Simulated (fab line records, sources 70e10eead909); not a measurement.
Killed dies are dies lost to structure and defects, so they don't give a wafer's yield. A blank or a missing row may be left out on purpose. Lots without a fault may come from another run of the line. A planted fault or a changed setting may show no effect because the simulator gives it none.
Chamber matching | flow nand_harc | NHARC_A_M0_PRE_CLEAN_31 on pecvd-03: 3 sister chambers
The step time 12 s. 3 wafers are shown with their chamber, then 7 later ones without.

WAFERS WITH THEIR CHAMBER
wafer  | chamber | heater_power_w (W)
L384.2 | 2       | 676
L384.4 | 1       | 860
L382.4 | 0       | 603

WAFERS WITHOUT THEIR CHAMBER
wafer  | heater_power_w (W)
L382.5 | 784
L383.4 | 837
L383.5 | 590
L383.6 | 831
L386.3 | 771
L386.4 | 622
L386.5 | 774

WHICH CHAMBER EACH WENT THROUGH
wafer  | from the rows above          | in truth
L382.5 | can't be placed: 1 or 2 or 0 | 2
L383.4 | 1                            | 1
L383.5 | can't be placed: 0 or 2      | 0
L383.6 | 1                            | 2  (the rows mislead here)
L386.3 | can't be placed: 1 or 2 or 0 | 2
L386.4 | can't be placed: 0 or 2      | 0
L386.5 | can't be placed: 1 or 2 or 0 | 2
Placed correctly: 1 of 7. Can't be placed from these rows: 5 (the true chamber is among the candidates in 5). Placed wrongly: 1.
How it was worked out, from the rows above alone: a wafer's distance from a chamber is the root of the sum, over the readings, of the square of ((its reading less the chamber's mean) divided by the reading's scatter). The wafer belongs to the nearest chamber; if the next one is less than 2 further off, it can't be placed. A chamber's mean is the mean of its shown wafers. The scatter: with one shown wafer a chamber, the root of the mean of the squares of how far each hidden wafer lies from its nearest shown one.
